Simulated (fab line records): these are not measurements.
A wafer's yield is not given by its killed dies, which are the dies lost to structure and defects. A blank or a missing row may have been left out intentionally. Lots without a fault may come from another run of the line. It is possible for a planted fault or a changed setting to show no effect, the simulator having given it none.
Which tool was responsible? -- flow nand_harc -- 24 lots, 72 wafers sampled, at 6 steps of a route of 1302

WHAT EACH GAUGE READ, for each wafer
NHARC_A_SGD_CUT_INSPECT_25.
lot,measured,on,raw_defect_count
L074,day 19 14:46,defect_inspect-02,387 298 384
L075,day 20 07:02,defect_inspect-02,325 350 379
L077,day 20 07:02,defect_inspect-01,381 377 442
L076,day 20 11:08,defect_inspect-02,327 290 364
L078,day 21 01:07,defect_inspect-02,441 372 380
L079,day 21 01:08,defect_inspect-01,467 362 383
L080,day 22 08:07,defect_inspect-02,296 392 356
L081,day 22 08:04,defect_inspect-01,417 391 545
L082,day 22 23:17,defect_inspect-02,335 743 675
L084,day 23 14:00,defect_inspect-01,387 300 301
L083,day 23 14:00,defect_inspect-02,413 425 380
L085,day 24 00:08,defect_inspect-02,470 455 453
L086,day 24 00:08,defect_inspect-01,342 408 456
L087,day 24 11:07,defect_inspect-01,497 587 423
L089,day 25 09:26,defect_inspect-02,374 318 341
L088,day 25 09:26,defect_inspect-01,318 283 417
L090,day 26 06:58,defect_inspect-01,309 345 354
L091,day 26 02:40,defect_inspect-02,487 422 459
L092,day 27 08:25,defect_inspect-01,519 295 460
L093,day 27 08:25,defect_inspect-02,441 461 339
L095,day 27 08:24,defect_inspect-01,317 293 369
L094,day 28 07:41,defect_inspect-01,428 448 693
L096,day 29 07:47,defect_inspect-01,605 736 643
L097,day 29 07:56,defect_inspect-02,398 332 300

NHARC_A_SLIT_INSPECT_11.
lot,measured,on,raw_defect_count
L074,day 19 19:49,defect_inspect-01,61 54 61
L075,day 20 12:04,defect_inspect-02,75 65 65
L077,day 20 11:55,defect_inspect-01,126 109 117
L076,day 20 19:01,defect_inspect-01,15 19 15
L078,day 21 06:19,defect_inspect-01,85 87 79
L079,day 21 07:30,defect_inspect-01,35 28 33
L080,day 22 13:14,defect_inspect-02,76 74 83
L081,day 22 13:05,defect_inspect-01,64 69 53
L082,day 23 06:44,defect_inspect-02,28 30 36
L084,day 23 18:50,defect_inspect-01,38 38 44
L083,day 23 19:00,defect_inspect-01,85 75 83
L085,day 24 05:01,defect_inspect-02,55 67 56
L086,day 24 06:15,defect_inspect-01,38 42 40
L087,day 24 17:57,defect_inspect-01,63 71 67
L089,day 25 14:19,defect_inspect-01,79 68 70
L088,day 25 14:28,defect_inspect-02,42 44 61
L090,day 26 15:08,defect_inspect-01,70 68 65
L091,day 26 07:39,defect_inspect-02,56 59 53
L092,day 27 15:03,defect_inspect-01,70 53 59
L093,day 27 14:53,defect_inspect-02,82 65 49
L095,day 27 13:25,defect_inspect-02,64 68 79
L094,day 28 12:33,defect_inspect-01,57 59 61
L096,day 29 14:43,defect_inspect-02,82 67 64
L097,day 29 15:37,defect_inspect-02,31 37 19

TOOL THAT RAN EACH LOT (tool first, then ch and the chambers of the sampled wafers, then the start)
lot,NHARC_A_STAIRCASE_DEP_417,NHARC_A_STAIRCASE_ETCH_444,NHARC_A_STAIRCASE_ETCHBACK_157,NHARC_A_SGD_CUT_ETCH_58
L074,"pecvd-04 ch 1,2, day 17 04:38","rie_diel-02 ch 0,3, day 18 23:43","rie_diel-02 ch 1,3, day 19 05:49","rie_diel-09 ch 0,3, day 19 08:13"
L075,"pecvd-04 ch 1,2, day 18 02:59","rie_diel-11 ch 0,1,2, day 19 17:02","rie_diel-04 ch 0,2,3, day 19 22:37","rie_diel-06 ch 0,2,3, day 20 00:28"
L077,"pecvd-04 ch 1,2, day 18 04:03","rie_diel-02 ch 0,2, day 19 17:38","rie_diel-04 ch 0,2,3, day 19 23:18","rie_diel-09 ch 1,2,3, day 20 01:19"
L076,"pecvd-04 ch 0,1,2, day 18 07:22","rie_diel-02 ch 1,2, day 19 20:40","rie_diel-04 ch 0,1,2, day 20 02:49","rie_diel-06 ch 0,1,3, day 20 04:46"
L078,"pecvd-02 ch 1,2, day 18 20:45","rie_diel-11 ch 0,1, day 20 10:35","rie_diel-11 ch 0,2, day 20 16:37","rie_diel-06 ch 1,2, day 20 18:43"
L079,"pecvd-02 ch 0,1,2, day 18 23:52","rie_diel-04 ch 0,1,3, day 20 11:42","rie_diel-11 ch 1,2, day 20 16:54","rie_diel-10 ch 1,2, day 20 18:54"
L080,"pecvd-02 ch 0,2, day 19 23:48","rie_diel-04 ch 0,2,3, day 21 15:14","rie_diel-11 ch 0,1, day 21 20:40","rie_diel-06 ch 0,3, day 21 22:35"
L081,"pecvd-02 ch 0,1, day 20 03:17","rie_diel-02 ch 1,2,3, day 21 14:31","rie_diel-04 ch 0,1,2, day 21 21:12","rie_diel-10 ch 1,2,3, day 21 23:09"
L082,"pecvd-02 ch 1,2, day 20 09:13","rie_diel-04 ch 1,3, day 22 08:42","rie_diel-04 ch 1,3, day 22 14:49","rie_diel-09 ch 1,3, day 22 16:43"
L084,"pecvd-01 ch 0,1,2, day 21 05:23","rie_diel-02 ch 1,3, day 22 23:19","rie_diel-02 ch 0,2, day 23 05:07","rie_diel-09 ch 0,1,3, day 23 06:57"
L083,"pecvd-02 ch 0,1,2, day 21 08:40","rie_diel-11 ch 0,1,3, day 22 23:32","rie_diel-11 ch 0,1,3, day 23 05:17","rie_diel-10 ch 0,2,3, day 23 07:20"
L085,"pecvd-04 ch 0,2, day 21 21:31","rie_diel-11 ch 0,1,3, day 23 09:43","rie_diel-11 ch 0,2,3, day 23 15:47","rie_diel-06 ch 0,3, day 23 17:45"
L086,"pecvd-04 ch 0,1,2, day 21 23:49","rie_diel-02 ch 0,1,2, day 23 10:12","rie_diel-04 ch 0,1,2, day 23 16:34","rie_diel-09 ch 0,3, day 23 18:40"
L087,"pecvd-02 ch 0,1,2, day 22 06:49","rie_diel-04 ch 0,3, day 23 19:42","rie_diel-02 ch 0,1,3, day 24 01:53","rie_diel-06 ch 0,2, day 24 03:41"
L089,"pecvd-04 ch 1,2, day 23 05:37","rie_diel-11 ch 0,1,2, day 24 18:08","rie_diel-04 ch 1,2,3, day 25 00:16","rie_diel-10 ch 0,2,3, day 25 02:17"
L088,"pecvd-01 ch 0,1,2, day 23 06:40","rie_diel-02 ch 0,2,3, day 24 18:46","rie_diel-04 ch 1,3, day 25 00:26","rie_diel-09 ch 0,1,3, day 25 02:40"
L090,"pecvd-01 ch 0,2, day 23 20:19","rie_diel-11 ch 1,3, day 25 12:44","rie_diel-04 ch 0,2, day 25 18:28","rie_diel-09 ch 0,2, day 26 00:25"
L091,"pecvd-02 ch 0,2, day 24 01:02","rie_diel-04 ch 1,2,3, day 25 12:07","rie_diel-11 ch 0,2, day 25 18:17","rie_diel-06 ch 0,1,2, day 25 20:10"
L092,"pecvd-04 ch 0,1,2, day 25 01:09","rie_diel-04 ch 0,1, day 26 20:41","rie_diel-04 ch 0,2, day 27 02:52","rie_diel-10 ch 0,1,2, day 27 04:41"
L093,"pecvd-02 ch 0,1,2, day 25 01:24","rie_diel-02 ch 0,2, day 26 18:13","rie_diel-02 ch 2,3, day 27 00:24","rie_diel-09 ch 0,1, day 27 02:30"
L095,"pecvd-02 ch 0,1,2, day 25 08:35","rie_diel-04 ch 0,1,2, day 26 18:14","rie_diel-11 ch 1,2,3, day 27 00:09","rie_diel-06 ch 1,2,3, day 27 01:59"
L094,"pecvd-02 ch 0,1, day 26 04:58","rie_diel-02 ch 1,2, day 27 16:07","rie_diel-11 ch 0,1,2, day 27 21:47","rie_diel-10 ch 0,1, day 27 23:44"
L096,"pecvd-02 ch 0,1,2, day 27 03:47","rie_diel-04 ch 0,1, day 28 14:54","rie_diel-02 ch 0,2,3, day 28 21:03","rie_diel-09 ch 0,3, day 28 22:59"
L097,"pecvd-04 ch 0,1,2, day 27 05:09","rie_diel-02 ch 2,3, day 28 14:28","rie_diel-04 ch 0,1,2, day 28 20:38","rie_diel-10 ch 0,2, day 28 22:34"
- NHARC_A_STAIRCASE_DEP_417: deposits Si3N4, target thk 60 nm.
- NHARC_A_STAIRCASE_ETCH_444: etches the open film in C4F8/O2, target depth 20400 nm, time 6800 s.
- NHARC_A_STAIRCASE_ETCHBACK_157: etches the open film in CH3F/O2, target depth 90 nm, time 167.14 s.
- NHARC_A_SGD_CUT_ETCH_58: etches the open film in CF4, target depth 39 nm, time 65 s.

WHAT THE TOOLS THEMSELVES READ (means of the sampled wafers that have a number; where no wafer has one, the mark that the record gives instead)
NHARC_A_STAIRCASE_DEP_417.
lot,tool,heater_power_w (W)
L074,pecvd-04,719
L075,pecvd-04,680
L077,pecvd-04,658
L076,pecvd-04,735
L078,pecvd-02,715
L079,pecvd-02,713
L080,pecvd-02,761
L081,pecvd-02,554
L082,pecvd-02,748
L084,pecvd-01,751
L083,pecvd-02,739
L085,pecvd-04,666
L086,pecvd-04,741
L087,pecvd-02,678
L089,pecvd-04,810
L088,pecvd-01,748
L090,pecvd-01,758
L091,pecvd-02,746
L092,pecvd-04,680
L093,pecvd-02,694
L095,pecvd-02,719
L094,pecvd-02,683
L096,pecvd-02,695
L097,pecvd-04,737

NHARC_A_STAIRCASE_ETCH_444.
lot,tool,chamber_pressure_mTorr (mTorr),oes_product_au (a.u.),rf_vpp_V (V)
L074,rie_diel-02,25.004,0.970,803
L075,rie_diel-11,24.998,0.970,806
L077,rie_diel-02,25.023,0.952,803
L076,rie_diel-02,24.978,0.921,810
L078,rie_diel-11,25.021,0.974,801
L079,rie_diel-04,25.011,0.935,808
L080,rie_diel-04,25.005,0.925,808
L081,rie_diel-02,25.004,0.918,808
L082,rie_diel-04,25.005,0.931,808
L084,rie_diel-02,25.004,0.928,810
L083,rie_diel-11,24.986,0.931,804
L085,rie_diel-11,24.988,0.930,804
L086,rie_diel-02,25.012,0.926,804
L087,rie_diel-04,25.004,0.967,808
L089,rie_diel-11,25.011,0.928,805
L088,rie_diel-02,24.994,0.924,804
L090,rie_diel-11,24.996,0.933,805
L091,rie_diel-04,25.007,0.961,808
L092,rie_diel-04,24.979,0.929,809
L093,rie_diel-02,24.996,0.944,801
L095,rie_diel-04,24.981,0.925,809
L094,rie_diel-02,24.983,0.928,805
L096,rie_diel-04,25.013,0.926,810
L097,rie_diel-02,24.987,0.922,805

NHARC_A_STAIRCASE_ETCHBACK_157.
lot,tool,chamber_pressure_mTorr (mTorr),drypump_motor_current_A (A),oes_product_au (a.u.),rf_vpp_V (V),showerhead_plenum_p_Torr (Torr),throttle_valve_pct (%)
L074,rie_diel-02,24.996,5.40,1.00,244.8,2.54,20.661
L075,rie_diel-04,24.986,5.51,0.94,244.4,2.49,20.660
L077,rie_diel-04,25.026,5.55,0.95,244.2,2.49,20.659
L076,rie_diel-04,25.015,5.75,0.93,244.4,2.52,20.668
L078,rie_diel-11,25.003,5.64,0.92,245.8,2.54,20.666
L079,rie_diel-11,24.991,5.77,0.99,244.0,2.47,20.662
L080,rie_diel-11,24.990,5.60,1.01,243.3,2.34,20.668
L081,rie_diel-04,25.034,5.78,0.91,244.9,2.52,20.668
L082,rie_diel-04,25.015,5.20,0.99,244.2,2.44,20.661
L084,rie_diel-02,24.998,5.89,0.99,241.7,2.34,20.667
L083,rie_diel-11,25.014,5.60,1.01,243.8,2.39,20.657
L085,rie_diel-11,24.998,5.63,0.95,244.2,2.49,20.664
L086,rie_diel-04,25.003,5.77,1.00,245.1,2.51,20.665
L087,rie_diel-02,25.034,5.56,0.93,244.2,2.46,20.672
L089,rie_diel-04,25.006,5.55,1.00,245.0,2.46,20.664
L088,rie_diel-04,24.975,5.23,1.00,243.7,2.43,20.664
L090,rie_diel-04,24.991,5.82,1.00,244.6,2.50,20.660
L091,rie_diel-11,25.014,5.50,0.95,243.0,2.40,20.668
L092,rie_diel-04,25.007,5.83,0.99,245.2,2.49,20.670
L093,rie_diel-02,25.006,5.75,1.01,243.3,2.40,20.662
L095,rie_diel-11,24.986,5.77,0.99,244.3,2.50,20.675
L094,rie_diel-11,24.995,5.62,0.94,245.5,2.55,20.668
L096,rie_diel-02,24.988,5.62,0.94,243.1,2.37,20.662
L097,rie_diel-04,25.000,5.76,0.93,245.2,2.49,20.669

NHARC_A_SGD_CUT_ETCH_58.
lot,tool,chamber_pressure_mTorr (mTorr),drypump_motor_current_A (A),oes_product_au (a.u.),rf_vpp_V (V),showerhead_plenum_p_Torr (Torr),throttle_valve_pct (%)
L074,rie_diel-09,49.96,6.0,1.013,150.7,1.77,13.279
L075,rie_diel-06,50.00,5.9,1.004,150.5,1.69,13.284
L077,rie_diel-09,49.92,6.0,1.007,151.4,1.74,13.271
L076,rie_diel-06,49.98,6.0,1.000,150.2,1.74,13.286
L078,rie_diel-06,50.05,5.5,1.002,151.3,1.74,13.284
L079,rie_diel-10,49.97,5.6,1.008,150.6,1.71,13.280
L080,rie_diel-06,50.04,6.2,0.997,151.4,1.72,13.288
L081,rie_diel-10,49.98,5.3,1.005,150.8,1.72,13.283
L082,rie_diel-09,50.01,6.0,1.012,150.3,1.73,13.278
L084,rie_diel-09,50.00,5.9,1.009,151.5,1.76,13.285
L083,rie_diel-10,49.99,5.5,1.001,150.9,1.72,13.285
L085,rie_diel-06,50.04,6.1,1.002,150.3,1.70,13.281
L086,rie_diel-09,50.01,5.9,1.000,151.7,1.80,13.282
L087,rie_diel-06,50.04,5.6,1.007,150.1,1.65,13.277
L089,rie_diel-10,50.00,5.5,1.001,150.4,1.72,13.285
L088,rie_diel-09,49.95,5.9,0.998,151.3,1.76,13.278
L090,rie_diel-09,50.03,5.9,0.996,150.9,1.79,13.290
L091,rie_diel-06,50.05,5.7,0.992,149.7,1.70,13.281
L092,rie_diel-10,50.01,5.6,1.008,151.1,1.75,13.286
L093,rie_diel-09,50.01,5.8,1.007,150.9,1.79,13.287
L095,rie_diel-06,49.96,5.7,1.004,151.5,1.71,13.294
L094,rie_diel-10,49.99,5.3,1.009,151.4,1.79,13.293
L096,rie_diel-09,49.97,5.9,0.994,151.7,1.80,13.278
L097,rie_diel-10,49.99,5.8,1.001,150.7,1.71,13.281

THE ANSWER, worked out from the rows above alone
Rule: what is usual is taken from the lots themselves. Put in order of their means at a reading, lots are off if they are a third of the lots or fewer, leave a main group of 4 or more, and stand apart from it by a gap of 3 or more times the standard deviation of the main group's means; of several such gaps the widest counts. A main group is skipped when, at the precision printed for the reading in the tables above, its means are all equal. A lot without any number at a reading at which 4 lots or more have one is off too. All remaining lots with rows at the step are treated as sound. First the gauges in route order, then the tools' own readings, where a lot's mean is used as printed above. At the first step where some lot is off, the reading lying furthest off is the one used; lots without a number count as furthest.
None of the lots is off at any reading shown; this tells nothing.

WHAT THE SIMULATOR PUT IN
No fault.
